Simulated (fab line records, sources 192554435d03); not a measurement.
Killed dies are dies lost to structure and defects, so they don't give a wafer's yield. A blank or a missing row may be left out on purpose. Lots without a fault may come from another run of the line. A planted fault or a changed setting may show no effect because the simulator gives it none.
fab line records | flow n5_finfet | part 2 of 2: steps 5 to 6 of 6
record lots=18 wafers=54 last_day=19
route steps=1938 shown ZERO_LAYER@17 FIN_SAQP@95
lots that met no fault: from a run of the same line without faults
start_h: hours from the record's first day to the start of the lot's first wafer shown | wait_h: hours since the lot's step before | " the same as in the row above | L1.1+2: a row that stands for several wafers | - no value, or no start given | * or withheld: withheld | < > ~ a bound
route shown NAME@n: a module of which the file shows steps, and the number in the route of the first | usual: mean/standard deviation of fault-free wafers | same: alike in all rows | chamber/n: place in a boat | sites: the reading at each site | _std_site: their standard deviation | _edge_site: outer sites' mean less inner sites' | radius_mm: how far each site lies from the wafer's centre | mask NAME#n: copy n | behind: the tool/chamber that last shaped the wafer | hold: why the lot was held/for how many hours/how that ended | device: the transistor (n, p or np) that didn't switch | end of line: the same wafers' tests at the end of the route | a step without rows: its recipe alone | killed: dies lost to structure and defects at the first sort, not the wafer's yield | map: a wafer's dies, x killed, . not, _ none there
set.NAME: the setting as run; set.NAME@STEP: as run at that earlier step | model.NAME: the simulator's own value behind a step, which no gauge read
steps of the route over a sample of lots; a table a step, a row a wafer
services: from which hour (start_h, from the record's first day; less than 0 if before it) a tool's chamber was out of use, for how many hours, and why
## steps
# step N5_FIN_SAQP_HM_OPEN_73
# recipe chemistry=CHF3/O2 target=SiO2 stop_on=a-Si target_depth_a=120 over_etch_frac=1.8 mask_material=SOC time_s=16.8 pressure_mtorr=30 source_w=650 bias_w=170 Ar_flow_sccm=200 CHF3_flow_sccm=50 O2_flow_sccm=5 ion_energy_ev=200 ends=end_point
# usual chamber_pressure_mTorr=29.996/0.026 drypump_motor_current_A=5.9/0.5 oes_ar_750_au=0.76/0.079 oes_product_au=0.46/0.047 rf_fwd_power_W=644.3/2.4 rf_vpp_V=528/8.4 showerhead_plenum_p_Torr=2.39/0.078 throttle_valve_pct=18.88/0.25
# columns lot.wafer tool chamber start_h wait_h chamber_pressure_mTorr drypump_motor_current_A oes_ar_750_au oes_product_au rf_fwd_power_W rf_hours_counter_h rf_vpp_V showerhead_plenum_p_Torr throttle_valve_pct
L074.1 rie_diel-03 1 23.57 0.0 30.017 5.2 0.72 0.44 636.8 200 527 2.49 18.77
L074.3 " 0 " " 30.043 5.6 0.73 0.43 641.2 171 524 2.31 18.75
L074.6 " 2 " " 29.956 5.3 0.83 0.49 643.6 - 530 2.35 18.43
L075.2 rie_diel-04 1 28.15 0.0 29.976 6.4 0.70 0.42 646.5 201 538 2.49 18.83
L075.4 " 2 " " 30.016 5.6 0.75 0.45 643.7 142 541 2.32 18.99
L075.6 " 1 " " 30.014 6.4 0.70 0.43 649.5 - 537 2.49 18.81
L076.1 rie_diel-01 0 35.30 0.0 30.009 6.4 0.76 0.45 643.3 140 514 2.52 19.09
L076.4 " 3 " " 29.944 5.9 0.70 0.42 647.0 237 523 2.38 18.75
L076.5 " 1 " " 30.009 5.8 0.68 0.42 646.8 - 529 2.37 19.16
L077.1 rie_diel-04 2 40.96 0.0 29.948 5.6 0.75 0.45 642.8 147 542 2.32 18.99
L077.4 " 0 " " 30.029 6.1 0.81 0.49 644.4 84 522 2.44 19.17
L077.5 " 2 " " 30.026 5.6 0.74 0.45 641.1 - 541 2.32 18.98
L078.1 rie_diel-01 3 46.78 0.0 30.019 6.0 0.70 0.41 646.3 242 523 2.38 18.74
L078.3 " 1 " " 30.009 5.8 0.67 0.40 641.9 234 529 2.36 19.18
L078.4 " 2 " " 29.999 6.6 0.81 0.49 641.9 104 522 2.32 19.05
L081.1 rie_diel-04 0 65.09 0.0 30.002 6.0 0.80 0.47 643.1 93 522 2.44 19.17
L081.3 " 1 " " 29.995 6.4 0.69 0.42 646.4 214 539 2.49 18.84
L081.4 " 2 " " 29.989 5.6 0.74 0.45 640.2 155 541 2.31 19.00
L082.3 rie_diel-03 3 71.11 0.0 29.986 6.5 0.75 0.44 645.9 172 522 2.49 18.74
L082.4 " 0 " " 30.003 5.6 0.71 0.43 645.3 188 525 2.31 18.81
L082.6 " 0 " " 30.043 5.7 0.71 0.43 646.5 - 524 2.31 18.79
L083.2 rie_diel-01 1 77.15 0.0 29.997 5.8 0.66 0.40 642.6 247 529 2.36 19.20
L083.4 " 0 " " 30.016 6.4 0.75 0.45 643.7 - 514 2.52 19.12
L083.6 " 1 " " 30.041 5.7 0.66 0.40 642.5 - 531 2.36 19.20
L084.1 rie_diel-01 2 82.61 0.0 29.989 6.5 0.79 0.47 647.1 120 522 2.32 19.10
L084.4 " 1 " " 30.020 5.8 0.66 0.40 642.3 - 530 2.36 19.19
L084.6 " 2 " " 29.987 6.5 0.79 0.48 643.5 - 521 2.32 19.08
L085.2 rie_diel-04 2 92.68 0.0 29.995 5.6 0.73 0.44 643.6 166 541 2.31 19.03
L085.3 " 3 " " 30.016 5.2 0.72 0.42 646.3 203 542 2.30 18.70
L085.4 " 0 " " 29.987 6.0 0.79 0.47 646.5 104 521 2.43 19.19
L087.1 rie_diel-01 3 101.39 0.0 29.985 5.9 0.98 0.59 647.1 5 524 2.38 18.35
L087.2 " 2 " " 30.027 6.6 0.78 0.47 641.3 128 523 2.31 19.10
L087.5 " 3 " " 29.963 6.0 0.98 0.59 647.5 - 522 2.38 18.35
L088.1 rie_diel-03 3 106.68 0.0 29.966 6.5 0.74 0.44 642.6 182 523 2.48 18.76
L088.3 " 2 " " 30.007 5.3 0.80 0.48 645.9 98 529 2.34 18.48
L088.6 " 2 " " 30.002 5.3 0.80 0.48 647.4 - 529 2.34 18.48
L089.2 rie_diel-01 1 111.96 0.0 30.004 5.8 0.95 0.57 644.7 3 529 2.36 18.74
L089.3 " 2 " " 30.014 6.6 0.78 0.46 642.5 132 521 2.31 19.11
L089.6 " 1 " " 30.002 5.8 0.95 0.58 643.0 - 530 2.36 18.73
L091.1 rie_diel-01 2 124.45 0.0 29.955 6.5 0.78 0.45 644.3 138 522 2.31 19.12
L091.2 " 1 " " 29.954 5.8 0.92 0.56 643.7 9 530 2.35 18.74
L091.6 " 3 " " 30.012 6.0 0.96 0.57 640.7 - 523 2.37 18.37
L092.1 rie_diel-03 2 130.92 0.0 30.001 5.3 0.80 0.47 647.6 104 529 2.34 18.49
L092.2 " 3 " " 29.995 6.5 0.73 0.44 647.2 190 521 2.48 18.77
L092.6 " 0 " " 29.960 5.6 0.70 0.42 644.7 - 524 2.30 18.81
L093.1 rie_diel-04 0 136.76 0.0 29.982 6.0 0.77 0.46 646.2 115 521 2.43 19.23
L093.4 " 3 " " 29.987 5.2 0.70 0.43 645.9 - 542 2.29 18.73
L093.6 " 0 " " 30.044 5.9 0.77 0.47 647.0 - 520 2.43 19.23
L094.1 rie_diel-04 1 141.68 0.0 30.014 6.4 0.67 0.41 643.9 244 537 2.48 18.88
L094.2 " 3 " " 29.974 5.2 0.70 0.43 644.3 222 543 2.29 18.73
L094.5 " 3 " " 29.974 5.2 0.70 0.42 645.2 - 544 2.29 18.73
L096.2 rie_diel-04 2 160.21 0.0 30.033 5.6 0.72 0.44 642.9 175 540 2.31 19.02
L096.4 " 2 " " 30.019 5.6 0.72 0.44 644.6 - 541 2.31 19.03
L096.5 " 2 " " 29.998 5.6 0.72 0.44 642.5 - 542 2.31 19.03
# step N5_FIN_SAQP_SPACER1_ETCHBACK_25
# recipe chemistry=CHF3/O2 mode=anisotropic_etchback target=SiO2 target_depth_a=244 time_s=12.2 pressure_mtorr=30 source_w=650 bias_w=170 Ar_flow_sccm=200 CHF3_flow_sccm=50 O2_flow_sccm=5 ion_energy_ev=200
# usual chamber_pressure_mTorr=30.003/0.028 drypump_motor_current_A=5.9/0.49 oes_ar_750_au=0.74/0.06 oes_product_au=0.74/0.062 rf_fwd_power_W=645.3/2.2 rf_vpp_V=530/9.6 showerhead_plenum_p_Torr=2.39/0.082 throttle_valve_pct=18.97/0.21
# columns lot.wafer tool chamber start_h wait_h chamber_pressure_mTorr drypump_motor_current_A oes_ar_750_au oes_product_au rf_fwd_power_W rf_hours_counter_h rf_vpp_V showerhead_plenum_p_Torr throttle_valve_pct
L074.1 rie_diel-04 1 26.08 0.5 29.995 6.4 0.70 0.68 646.2 200 538 2.49 18.89
L074.3 " 2 " " 30.020 5.6 0.74 0.76 646.7 141 541 2.32 19.06
L074.6 " 1 " " 30.022 6.4 0.70 0.68 647.7 - 539 2.49 18.91
L075.2 rie_diel-04 0 30.24 0.4 30.044 6.0 0.82 0.80 643.5 80 521 2.44 19.23
L075.4 " 1 " " 30.042 6.4 0.70 0.69 644.3 202 538 2.49 18.90
L075.6 " 1 " " 29.996 6.4 0.70 0.68 642.8 - 538 2.49 18.92
L076.1 rie_diel-01 0 37.19 0.4 30.002 6.4 0.76 0.76 644.3 141 514 2.52 19.16
L076.4 " 1 " " 29.970 5.7 0.67 0.67 644.2 230 531 2.37 19.25
L076.5 " 1 " " 29.992 5.8 0.67 0.67 645.0 - 530 2.37 19.24
L077.1 rie_diel-01 3 43.15 0.5 30.009 5.9 0.70 0.70 646.5 240 523 2.38 18.82
L077.4 " 1 " " 30.027 5.7 0.68 0.68 643.5 233 530 2.36 19.24
L077.5 " 3 " " 29.950 6.0 0.70 0.70 646.7 - 523 2.38 18.83
L078.1 rie_diel-04 1 48.75 0.4 30.006 6.4 0.69 0.69 641.4 208 536 2.49 18.93
L078.3 " 2 " " 29.985 5.6 0.74 0.75 643.7 149 541 2.32 19.06
L078.4 " 0 " " 30.006 6.0 0.80 0.81 647.3 87 521 2.44 19.22
L081.1 rie_diel-01 1 67.31 0.4 29.991 5.7 0.67 0.67 643.2 241 529 2.36 19.28
L081.3 " 0 " " 30.025 6.4 0.75 0.74 641.3 152 513 2.52 19.19
L081.4 " 1 " " 30.017 5.7 0.66 0.67 643.1 - 529 2.36 19.27
L082.3 rie_diel-03 0 74.12 0.4 29.956 5.6 0.72 0.70 647.0 189 525 2.31 18.86
L082.4 " 1 " " 29.995 5.2 0.71 0.70 645.1 217 526 2.48 18.87
L082.6 " 1 " " 29.995 5.2 0.71 0.70 643.5 - 528 2.48 18.88
L083.2 rie_diel-04 1 79.83 0.4 30.037 6.4 0.68 0.69 645.2 219 537 2.49 18.95
L083.4 " 3 " " 30.021 5.2 0.72 0.73 642.8 198 544 2.30 18.77
L083.6 " 3 " " 30.002 5.2 0.72 0.73 644.4 - 542 2.30 18.75
L084.1 rie_diel-04 2 85.45 0.4 30.031 5.6 0.73 0.73 644.1 162 541 2.31 19.09
L084.4 " 3 " " 30.026 5.2 0.72 0.72 642.2 199 542 2.30 18.76
L084.6 " 3 " " 30.035 5.2 0.72 0.72 644.7 - 544 2.30 18.76
L085.2 rie_diel-04 2 96.84 0.4 30.018 5.6 0.72 0.73 647.9 167 541 2.31 19.10
L085.3 " 3 " " 30.060 5.2 0.72 0.73 646.9 204 543 2.30 18.78
L085.4 " 1 " " 29.983 6.4 0.69 0.68 646.0 226 538 2.48 18.93
L087.1 rie_diel-03 0 103.21 0.5 30.017 5.6 0.70 0.70 644.2 199 524 2.30 18.88
L087.2 " 1 " " 29.993 5.2 0.70 0.69 641.7 227 528 2.48 18.89
L087.5 " 3 " " 30.022 6.5 0.74 0.72 643.7 - 523 2.48 18.82
L088.1 rie_diel-04 1 108.31 0.4 30.056 6.4 0.68 0.67 647.4 230 537 2.48 18.97
L088.3 " 3 " " 29.987 5.2 0.71 0.71 642.8 209 542 2.30 18.78
L088.6 " 2 " " 29.995 5.6 0.72 0.73 642.9 - 542 2.31 19.12
L089.2 rie_diel-03 0 113.92 0.4 30.011 5.6 0.70 0.70 644.3 203 523 2.30 18.89
L089.3 " 2 " " 29.966 5.3 0.80 0.80 646.0 100 529 2.34 18.56
L089.6 " 3 " " 29.987 6.5 0.73 0.73 648.6 - 523 2.48 18.81
L091.1 rie_diel-03 1 126.07 0.4 29.982 5.2 0.70 0.70 641.2 234 527 2.48 18.93
L091.2 " 2 " " 30.065 5.3 0.80 0.79 646.6 103 530 2.34 18.56
L091.6 " 1 " " 30.039 5.2 0.70 0.70 642.0 - 528 2.48 18.90
L092.1 rie_diel-04 1 132.65 0.4 29.998 6.4 0.67 0.66 648.2 238 536 2.48 18.96
L092.2 " 3 " " 30.009 5.2 0.70 0.72 647.7 217 544 2.29 18.77
L092.6 " 0 " " 29.997 6.0 0.78 0.77 645.4 - 522 2.43 19.28
L093.1 rie_diel-04 1 138.39 0.4 29.965 6.4 0.67 0.66 648.6 242 538 2.48 18.97
L093.4 " 1 " " 30.008 6.4 0.67 0.67 647.5 - 538 2.48 18.97
L093.6 " 3 " " 30.010 5.2 0.70 0.70 645.6 - 543 2.29 18.82
L094.1 rie_diel-04 3 143.30 0.4 30.027 5.2 0.71 0.70 646.9 223 544 2.29 18.80
L094.2 " 0 " " 29.996 6.0 0.78 0.76 645.3 119 521 2.43 19.29
L094.5 " 1 " " 30.012 6.4 0.67 0.66 644.3 - 537 2.48 18.96
L096.2 rie_diel-03 1 161.90 0.4 30.000 5.2 0.69 0.69 643.4 244 526 2.47 18.94
L096.4 " 0 " " 29.956 5.6 0.69 0.69 641.8 217 525 2.30 18.92
L096.5 " 3 " " 29.977 6.5 0.73 0.72 653.5 - 522 2.47 18.84
## services
# columns tool chamber start_h hours kind
pecvd-01 1 1.69 5.6 repair
rie_diel-03 - 2.20 0.9 repair
pecvd-02 - 2.28 0.9 repair
pecvd-03 1 59.37 15.9 repair
rie_diel-01 3 67.27 - clean
rie_diel-01 3 67.27 - consumable_replace:focus_ring
rie_diel-01 3 67.27 21.9 scheduled_down
rie_diel-01 3 67.27 21.9 vent_cycle
rtp_anneal-01 - 86.69 93.9 pm
rie_diel-03 3 86.91 5.4 repair
rie_diel-01 1 89.16 - clean
rie_diel-01 1 89.16 - consumable_replace:focus_ring
rie_diel-01 0 100.51 13.7 repair
pecvd-03 2 101.61 3.9 repair
pecvd-03 0 103.00 14.9 repair
rie_diel-04 2 110.41 45.9 repair
rie_diel-04 - 115.75 0.4 repair
pecvd-02 0 125.05 9.5 repair
plasma_asher-02 - 140.98 21.8 repair
rie_diel-04 1 156.64 - clean
rie_diel-04 1 156.64 - consumable_replace:focus_ring
rie_diel-04 1 156.64 21.8 scheduled_down
rie_diel-04 1 156.64 21.8 vent_cycle
rie_diel-04 0 159.67 9.2 repair
